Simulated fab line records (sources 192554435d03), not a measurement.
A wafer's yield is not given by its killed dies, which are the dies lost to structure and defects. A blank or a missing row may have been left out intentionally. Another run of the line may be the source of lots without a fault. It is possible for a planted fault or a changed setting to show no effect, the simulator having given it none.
fab line records	flow n5-finfet
record lots=5	wafers=15	last-day=17
route steps=1938 shown BEOL_M2@845 BEOL_M4@1111 PASSIVATION@1936
lots with no fault: from the same line, run without faults
start-h: hours from the record's opening day to when the first of the lot's shown wafers began	wait-h: how many hours have passed since the lot's step before this one	" repeats the value in the row above	L1.1+2: a row that stands for several wafers	- no value, or no start given	* or withheld: withheld	< > ~ a bound
route shown NAME@n: NAME is a module with steps in the file, n the number in the route of the first one	usual: the fault-free wafers' mean and standard deviation	same: alike in all rows	chamber/n: place in a boat	sites: readings site by site	_std_site: the values' standard deviation	_edge_site: mean of outer sites minus mean of inner sites	radius-mm: for every site, how far away it sits from the centre of the wafer	mask NAME#n: copy n	behind: tool/chamber where the wafer was last shaped	hold: reason for holding the lot/hours on hold/outcome of the hold	device: whichever transistor did not switch (one of n, p or np)	end of line: the route-end tests of the same wafers	for a step that has no rows: nothing shown but its recipe	killed: at the first sort, the dies lost to defects and structure; wafer yield is something else	map: dies across one wafer; x = killed, . = not, _ = none there
set.NAME: the run value of the setting; set.NAME@STEP: its run value at that earlier step	model.NAME: the simulator's own value behind a step, which no gauge read
a table for each step, a row for each wafer; lots at some steps of the route
services: when a tool's chamber went out of use (start-h, in hours from the record's first day, below 0 if earlier), for how many hours, and the reason
## steps
# step N5_BEOL_M2_COAT_61
# recipe resist=SOC	temp-c=250	time-s=60	spin-rpm=1500	resist-thk-nm=60
# step N5_BEOL_M2_COAT_62
# recipe resist=SiARC	temp-c=220	time-s=60	spin-rpm=1500	resist-thk-nm=12
# step N5_BEOL_M2_COAT_73
# recipe resist=underlayer	temp-c=205	time-s=60	spin-rpm=1500	resist-thk-nm=5
# step N5_BEOL_M2_COAT_05
# recipe resist=CAR-EUV	spin-rpm=1500	resist-thk-nm=30
# step N5_BEOL_M2_EBR_07
# recipe solvent=PGMEA	ebr-width-mm=1.5
# step N5_BEOL_M2_SOFTBAKE_06
# recipe temp-c=110	time-s=60	resist=CAR-EUV
# step N5_BEOL_M2_EXPOSE_08
# recipe mask-id=M2	na=0.33	source-shape=dipole	sigma-inner=0.369	sigma-outer=0.767	polarization=unpolarized	dose-mj=41.25
# step N5_BEOL_M2_PEB_09
# recipe peb-temp-c=100	peb-time-s=60	resist=CAR-EUV
# step N5_BEOL_M2_DEVELOP_10
# recipe develop-time-s=30	developer=TMAH	resist=CAR-EUV	rinse-liquid=surfactant-rinse	dry=air-spin	dev-temp-c=23
# step N5_BEOL_M2_CD_MEAS_11
# recipe target-cd-nm=16.79	landing-energy-ev=500	detector=se-inlens	polarity=opening
# usual cd-nm=16.89/0.27
lot.wafer	tool	chamber	start-h	wait-h	cd-nm
L753.2	cd-sem-03	0	130.24	-	17.20
L753.4	"	0	"	"	17.03
L753.5	"	0	"	"	16.94
L758.2	cd-sem-03	0	166.92	-	16.85
L758.5	"	0	"	"	16.96
L758.6	"	0	"	"	17.48
L768.2	cd-sem-01	0	223.53	-	17.10
L768.3	"	0	"	"	16.93
L768.4	"	0	"	"	16.90
L771.1	cd-sem-02	0	246.16	-	17.00
L771.2	"	0	"	"	17.23
L771.5	"	0	"	"	16.83
L774.1	cd-sem-01	0	265.09	-	16.50
L774.3	"	0	"	"	16.79
L774.5	"	0	"	"	16.59
# step N5_BEOL_M2_OVL_MEAS_12
# recipe points-per-wafer=522
# usual M2_OVL=-0.4/0.76
lot.wafer	tool	chamber	start-h	wait-h	M2_OVL[nm]
L753.2	overlay-01	0	130.27	0.0	-2.1
L753.4	"	0	"	"	-0.6
L753.5	"	0	"	"	-0.9
L758.2	overlay-01	0	166.96	0.0	0.2
L758.5	"	0	"	"	0.3
L758.6	"	0	"	"	0.9
L768.2	overlay-01	0	223.56	0.0	0.7
L768.3	"	0	"	"	-0.3
L768.4	"	0	"	"	-0.9
L771.1	overlay-02	0	246.19	0.0	-0.3
L771.2	"	0	"	"	0.3
L771.5	"	0	"	"	-0.4
L774.1	overlay-01	0	265.12	0.0	-1.0
L774.3	"	0	"	"	-1.9
L774.5	"	0	"	"	-0.2
# step N5_BEOL_M2_INSPECT_13
# recipe mode=adi	inspect-instrument=brightfield
# usual raw-defect-count=450/110
lot.wafer	tool	chamber	start-h	wait-h	raw-defect-count
L753.2	defect-inspect-02	-	130.33	0.0	283
L753.4	"	-	"	"	364
L753.5	"	-	"	"	302
L758.2	defect-inspect-01	-	167.01	0.0	319
L758.5	"	-	"	"	308
L758.6	"	-	"	"	394
L768.2	defect-inspect-02	-	223.62	0.0	511
L768.3	"	-	"	"	446
L768.4	"	-	"	"	476
L771.1	defect-inspect-02	-	246.25	0.1	483
L771.2	"	-	"	"	452
L771.5	"	-	"	"	404
L774.1	defect-inspect-01	-	265.18	0.1	407
L774.3	"	-	"	"	522
L774.5	"	-	"	"	544
# step N5_BEOL_M2_DESCUM_16
# recipe chemistry=O2	time-s=7	source-power-w=50	bias-power-w=20	pressure-mtorr=20	rf-frequency-hz=2.712e+07	temp-c=40	resist=CAR-EUV	o2-flow-sccm=225
# usual drypump-motor-current-A=5.7/0.52	oes-product-au=0.80/0.088	rf-fwd-power-W=49.27/0.24	rf-vpp-V=243.7/1.4	showerhead-plenum-p-Torr=2.13/0.069	throttle-valve-pct=20.37/0.26
lot.wafer	tool	chamber	start-h	wait-h	drypump-motor-current-A	oes-product-au	rf-fwd-power-W	rf-hours-counter-h	rf-vpp-V	showerhead-plenum-p-Torr	throttle-valve-pct	model.CAR-EUV_of_BEOL_M2_COAT_05.thk-nm
L753.2	rie-diel-06	1	130.36	0.0	6.6	0.74	49.92	185	244.2	2.19	20.53	25.8
L753.4	"	3	"	"	5.4	0.68	49.37	249	241.3	1.99	20.73	26
L753.5	"	3	"	"	5.3	0.68	49.72	-	242.5	1.99	20.74	26
L758.2	rie-diel-01	3	167.04	0.0	6.5	0.68	49.28	253	244.0	2.15	20.61	26
L758.5	"	0	"	"	6.3	0.79	49.35	-	244.0	2.20	20.23	26.2
L758.6	"	1	"	"	5.8	0.67	49.25	-	241.1	1.97	20.21	26
L768.2	rie-diel-01	3	223.88	0.3	6.6	0.95	49.15	5	243.5	2.15	20.15	26
L768.3	"	0	"	"	6.4	0.76	-	132	245.5	2.19	20.25	27.2
L768.4	"	2	"	"	5.2	0.82	49.38	-	245.6	2.19	20.09	26
L771.1	rie-diel-03	1	246.92	0.7	5.5	0.69	48.94	207	244.5	2.16	20.51	26
L771.2	"	2	"	"	5.0	0.80	48.82	98	243.3	2.13	20.79	26
L771.5	"	2	"	"	5.0	0.79	48.78	-	242.5	2.13	20.77	26.2
L774.1	rie-diel-06	3	265.31	0.1	5.4	0.90	49.46	25	245.9	2.25	20.45	26.2
L774.3	"	1	"	"	6.6	0.70	49.51	233	242.8	2.17	20.61	26.2
L774.5	"	3	"	"	5.4	0.90	49.41	-	245.8	2.25	20.44	26.2
# step N5_BEOL_M2_ETCH_74
# recipe chemistry=N2/H2	target=underlayer	target-depth-a=65	mask-material=CAR-EUV	time-s=5.2	ion-energy-ev=200	pressure-mtorr=30	source-w=840	bias-w=150	n2-flow-sccm=200	h2-flow-sccm=200	ends=cleared
# usual drypump-motor-current-A=5.7/0.52	etch-rf-on-time-s=5.11/0.14	h2-flow-sccm=200.0/0.65	oes-product-au=0.68/0.076	rf-fwd-power-W=819.6/2.5	rf-vpp-V=525.4/2.8	showerhead-plenum-p-Torr=2.59/0.09	throttle-valve-pct=17.79/0.26
lot.wafer	tool	chamber	start-h	wait-h	drypump-motor-current-A	etch-rf-on-time-s	h2-flow-sccm	oes-product-au	rf-fwd-power-W	rf-hours-counter-h	rf-vpp-V	showerhead-plenum-p-Torr	throttle-valve-pct
L753.2	rie-diel-06	1	130.40	0.0	6.6	5.12	199.3	0.63	819.8	185	527.0	2.63	17.77
L753.4	"	3	"	"	5.4	5.37	200.5	0.57	817.4	249	520.0	2.39	17.98
L753.5	"	3	"	"	5.4	5.36	199.5	0.58	821.8	-	520.3	2.39	17.98
L758.2	rie-diel-01	3	167.08	0.0	6.6	5.18	200.7	0.60	820.6	253	523.6	2.61	18.04
L758.5	"	0	"	"	6.3	5.31	199.6	0.66	822.5	-	526.0	2.66	17.60
L758.6	"	1	"	"	5.8	5.15	199.4	0.57	821.9	-	519.3	2.38	17.58
L768.2	rie-diel-01	3	223.91	0.0	6.6	4.97	201.1	0.83	819.1	5	524.8	2.60	17.57
L768.3	"	0	"	"	6.4	5.37	198.9	0.63	823.5	132	527.8	2.65	17.65
L768.4	"	2	"	"	5.2	5.01	200.5	0.72	822.7	-	528.4	2.70	17.78
L771.1	rie-diel-03	1	246.96	0.0	5.5	4.95	200.9	0.61	821.2	207	525.9	2.62	17.97
L771.2	"	2	"	"	5.0	5.05	200.0	0.68	817.5	98	523.8	2.58	18.27
L771.5	"	2	"	"	5.0	5.06	200.3	0.68	820.2	-	523.7	2.58	18.25
L774.1	rie-diel-06	3	265.34	0.0	5.4	5.29	200.3	0.77	823.6	25	527.3	2.69	17.62
L774.3	"	1	"	"	6.6	5.15	198.1	0.59	823.6	233	525.1	2.61	17.81
L774.5	"	3	"	"	5.4	5.33	201.3	0.78	824.6	-	530.9	2.69	17.63
# step N5_BEOL_M2_ETCH_63
# recipe chemistry=CF4	target=SiARC	target-depth-a=156	mask-material=CAR-EUV	time-s=26	ion-energy-ev=80	pressure-mtorr=40	source-w=545	bias-w=36	Ar_flow_sccm=100	cf4-flow-sccm=100	ends=cleared
# usual drypump-motor-current-A=5.7/0.52	etch-rf-on-time-s=25.7/0.65	oes-product-au=0.68/0.074	rf-fwd-power-W=531.6/1.7	rf-vpp-V=184.5/1.2	showerhead-plenum-p-Torr=2.18/0.069	throttle-valve-pct=15.56/0.2
lot.wafer	tool	chamber	start-h	wait-h	drypump-motor-current-A	etch-rf-on-time-s	oes-product-au	rf-fwd-power-W	rf-hours-counter-h	rf-vpp-V	showerhead-plenum-p-Torr	throttle-valve-pct	model.BEOL_M2.cd-offset-nm
L753.2	rie-diel-06	1	130.41	0.0	6.6	25.7	0.64	533.1	185	185.3	2.21	15.59	0.2
L753.4	"	3	"	"	5.4	26.8	0.58	531.3	249	182.1	2.02	15.84	0.4
L753.5	"	3	"	"	5.4	26.6	0.59	532.0	-	183.4	2.02	15.85	0.2
L758.2	rie-diel-01	3	167.09	0.0	6.5	25.6	0.61	531.9	253	183.5	2.19	15.80	0.2
L758.5	"	0	"	"	6.3	26.2	0.66	531.2	-	185.2	2.23	15.42	0.2
L758.6	"	1	"	"	5.8	25.7	0.57	533.5	-	184.7	2.04	15.64	0.6
L768.2	rie-diel-01	3	223.93	0.0	6.6	24.9	0.83	530.4	5	184.4	2.19	15.29	0.4
L768.3	"	0	"	"	6.3	26.8	0.63	529.8	132	185.0	2.23	15.48	-0.2
L768.4	"	2	"	"	5.2	25.2	0.72	530.5	-	185.1	2.26	15.45	0.4
L771.1	rie-diel-03	1	246.97	0.0	5.5	25.4	0.61	534.4	207	184.0	2.20	15.72	0.2
L771.2	"	2	"	"	5.0	25.5	0.68	529.9	98	185.8	2.17	15.86	0.2
L771.5	"	2	"	"	5.0	25.7	0.68	532.7	-	184.0	2.17	15.86	0.2
L774.1	rie-diel-06	3	265.36	0.0	5.4	26.5	0.76	527.7	25	185.1	2.27	15.41	-0.4
L774.3	"	1	"	"	6.6	26.2	0.60	532.0	233	184.2	2.19	15.68	-0.4
L774.5	"	3	"	"	5.4	26.5	0.77	533.1	-	187.5	2.27	15.42	-0.2
# step N5_BEOL_M2_ETCH_64
# recipe chemistry=N2/H2	target=SOC	target-depth-a=750	overetch-a=225	mask-material=SiARC	temp-c=40	time-s=121.9	ion-energy-ev=200	pressure-mtorr=30	source-w=840	bias-w=150	n2-flow-sccm=200	h2-flow-sccm=200
# usual drypump-motor-current-A=5.7/0.52	h2-flow-sccm=200.0/0.55	oes-product-au=0.60/0.065	rf-fwd-power-W=836.6/2.6	rf-vpp-V=525.3/2.3	showerhead-plenum-p-Torr=2.59/0.09	throttle-valve-pct=17.75/0.26
lot.wafer	tool	chamber	start-h	wait-h	drypump-motor-current-A	h2-flow-sccm	oes-product-au	rf-fwd-power-W	rf-hours-counter-h	rf-vpp-V	showerhead-plenum-p-Torr	throttle-valve-pct
L753.2	rie-diel-06	1	130.44	0.0	6.6	199.5	0.56	834.9	185	524.0	2.63	17.71
L753.4	"	3	"	"	5.4	200.5	0.53	836.3	249	520.1	2.39	17.94
L753.5	"	3	"	"	5.4	200.1	0.53	836.0	-	519.2	2.39	17.94
L758.2	rie-diel-01	3	167.12	0.0	6.6	200.7	0.53	837.3	253	525.2	2.61	17.98
L758.5	"	0	"	"	6.3	199.2	0.59	839.3	-	527.0	2.66	17.56
L758.6	"	1	"	"	5.8	200.6	0.50	835.4	-	520.6	2.38	17.52
L768.2	rie-diel-01	3	223.96	0.0	6.6	200.9	0.71	833.5	5	525.1	2.60	17.51
L768.3	"	0	"	"	6.3	200.4	0.57	835.7	132	527.0	2.65	17.60
L768.4	"	2	"	"	5.2	199.8	0.62	838.4	-	527.6	2.70	17.75
L771.1	rie-diel-03	1	247.00	0.0	5.5	199.6	0.53	837.2	207	526.5	2.62	17.91
L771.2	"	2	"	"	5.0	198.9	0.60	837.6	98	525.6	2.58	18.20
L771.5	"	2	"	"	5.0	199.7	0.60	836.6	-	525.4	2.58	18.23
L774.1	rie-diel-06	3	265.38	0.0	5.4	199.2	0.68	837.5	25	527.1	2.69	17.58
L774.3	"	1	"	"	6.6	199.7	0.53	839.2	233	525.9	2.61	17.79
L774.5	"	3	"	"	5.4	200.2	0.68	839.7	-	528.3	2.69	17.60
# step N5_BEOL_M4_RC_MEAS_101
# usual DIBL_N=35.7/1.5	DIBL_P=35.7/2	IOFF_N=0.155/0.026	IOFF_P=0.20/0.031	ION_N=675/11	ION_P=462/7.1	SS_N=71.3/0.57	SS_P=73.1/0.56	VT_N=250/3	VT_P=-251/3
lot.wafer	tool	chamber	start-h	wait-h	DIBL_N[mV/V]	DIBL_P[mV/V]	IOFF_N[nA/um]	IOFF_P[nA/um]	ION_N[uA/um]	ION_P[uA/um]	SS_N[mV/dec]	SS_P[mV/dec]	VT_N[mV]	VT_P[mV]
L753.2	prober-02	0	176.03	0.2	33.2	32.0	0.120	0.15	678	471	70.4	72.1	253	-254
L753.4	"	0	"	"	35.7	35.7	0.157	0.21	682	466	71.2	73.1	248	-250
L753.5	"	0	"	"	37.4	36.9	0.186	0.23	676	468	71.4	73.7	246	-249
L758.2	prober-01	0	198.56	0.2	37.8	36.2	0.187	0.20	659	448	72.3	73.6	249	-252
L758.5	"	0	"	"	35.0	35.7	0.163	0.22	672	464	71.6	72.9	247	-250
L758.6	"	0	"	"	35.7	35.3	0.162	0.19	672	451	71.3	73.2	250	-251
L768.2	prober-02	0	260.55	0.2	35.9	36.7	0.149	0.21	673	469	70.7	72.9	250	-248
L768.3	"	0	"	"	36.7	37.2	0.162	0.22	669	465	70.9	72.2	248	-248
L768.4	"	0	"	"	36.7	37.1	0.163	0.23	697	470	71.0	73.1	248	-248
L771.1	prober-02	0	292.94	0.0	33.0	34.1	0.122	0.14	677	453	70.5	72.4	253	-258
L771.2	"	0	"	"	34.8	35.4	0.139	0.15	673	452	71.1	72.5	253	-258
L771.5	"	0	"	"	33.7	34.6	0.132	0.15	679	456	71.4	73.2	251	-257
L774.1	prober-02	0	311.93	0.0	36.3	37.6	0.193	0.26	693	474	71.5	73.7	245	-245
L774.3	"	0	"	"	35.5	35.5	0.161	0.22	678	457	71.8	72.8	249	-248
L774.5	"	0	"	"	33.8	34.1	0.143	0.20	677	466	70.8	72.3	250	-251
# step N5_PASSIVATION_PROBE_49
# usual defect-limited-yield=91.4/1.5	killed_at_M0_to_M3=34/10	killed_at_M4_up=15/6	killed-at-contacts=12/6	killed-at-front-end=37/11	killed-at-other=3.3/2.8	killed-dies=101/18	killed-open=66/14	killed-short=33/7.8	sort_bin_5_function=5.0/0.97	sort_bin_6_memory=3.2/0.72	sort-n-pass=1079/18	sort-yield-pct=91.4/1.5
# same gross-dies=1180	killed-at-back-side=0	sort_bin_4_leakage[%]=0	sort_bin_8_speed[%]=0
lot.wafer	tool	chamber	start-h	wait-h	defect-limited-yield[%]	killed_at_M0_to_M3	killed_at_M4_up	killed-at-contacts	killed-at-front-end	killed-at-other	killed-dies	killed-open	killed-short	sort_bin_5_function[%]	sort_bin_6_memory[%]	sort-n-pass	sort-yield-pct[%]
L758.2	prober-02	-	304.31	0.1	92.1	23	11	11	37	11	93	59	34	4.5	3.4	1087	92.1
L758.5	prober-02	-	304.46	0.2	91.4	45	10	15	23	9	102	67	35	5.0	3.2	1078	91.4
L758.6	prober-02	-	304.51	0.3	92.6	33	20	7	22	5	87	57	29	3.6	3.6	1093	92.6
# killed by level:class
L758.2 MOL_CONTACT_COAG:geometric-particle:open=10 STI_FIN_REVEAL:geometric-particle:open=7 BEOL_M3:geometric-particle:open=6 MIM_TOP_ETCH:geometric-particle:short=6 BEOL_M1:geometric-particle:open=5 BEOL_M2:geometric-particle:open=5 FIN_SAQP:geometric-particle:short=4 FIN_SAQP:geometric-particle:open=4
L758.5 BEOL_M2:geometric-particle:open=15 MOL_CONTACT_COAG:geometric-particle:open=9 BEOL_M3:geometric-particle:open=8 BEOL_M1:geometric-particle:open=7 FIN_SAQP:geometric-particle:short=6 MOL_CONTACT_COAG:geometric-particle:short=6 BEOL_M0_SAQP:geometric-particle:open=5 FIN_SAQP:geometric-particle:open=4
L758.6 BEOL_M2:geometric-particle:open=10 BEOL_M4:geometric-particle:open=8 FIN_SAQP:geometric-particle:open=7 BEOL_M1:geometric-particle:open=5 STI_FIN_REVEAL:geometric-particle:open=4 GATE_CUT:geometric-particle:short=4 MOL_CONTACT_COAG:geometric-particle:short=4 BEOL_M0_SAQP:geometric-particle:short=4
## services
tool	chamber	start-h	hours	kind
rie-diel-01	0	107.19	29.5	repair
rie-diel-06	3	136.50	-	clean
rie-diel-06	3	136.50	-	consumable-replace:focus-ring
rie-diel-06	3	136.50	-	consumable-replace:showerhead
rie-diel-06	3	136.50	34.7	scheduled-down
rie-diel-06	3	136.50	34.7	vent-cycle
rie-diel-06	2	169.03	5.1	repair
rie-diel-01	3	172.08	16.0	repair
rie-diel-01	1	175.77	9.0	repair
rie-diel-06	-	183.10	0.2	repair
rie-diel-03	3	184.82	4.3	repair
rie-diel-01	3	188.14	-	clean
rie-diel-01	3	188.14	-	consumable-replace:focus-ring
rie-diel-01	3	188.14	25.6	scheduled-down
rie-diel-01	3	188.14	25.6	vent-cycle
rie-diel-06	2	200.19	-	clean
rie-diel-06	2	200.19	-	consumable-replace:focus-ring
rie-diel-06	2	200.19	17.7	scheduled-down
rie-diel-06	2	200.19	17.7	vent-cycle
rie-diel-01	1	213.94	-	clean
rie-diel-06	-	233.19	15.6	pm
rie-diel-06	3	251.02	9.4	repair
rie-diel-03	3	259.60	4.2	repair
rie-diel-06	0	263.94	4.2	repair
## key
first-sign none at tools or gauges
model-effect step=N5_BEOL_M2_DESCUM_16	value=CAR-EUV_of_BEOL_M2_COAT_05.thk-nm	without=26	struck=27.2
model-effect step=N5_BEOL_M2_ETCH_63	value=BEOL_M2.cd-offset-nm	without=0.2	struck=-0.2
met-at N5_BEOL_M2_DESCUM_16
struck-wafers L768.3
onset-between 167.04 223.88
fault kind=process-parameter-drift	tool=rie-diel-01	chamber=0	onset-h=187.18	steps=N5_BEOL_M2_DESCUM_16	channel=time-s	offset=*	shape=step	end-h=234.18	acts-in=*	stated=*
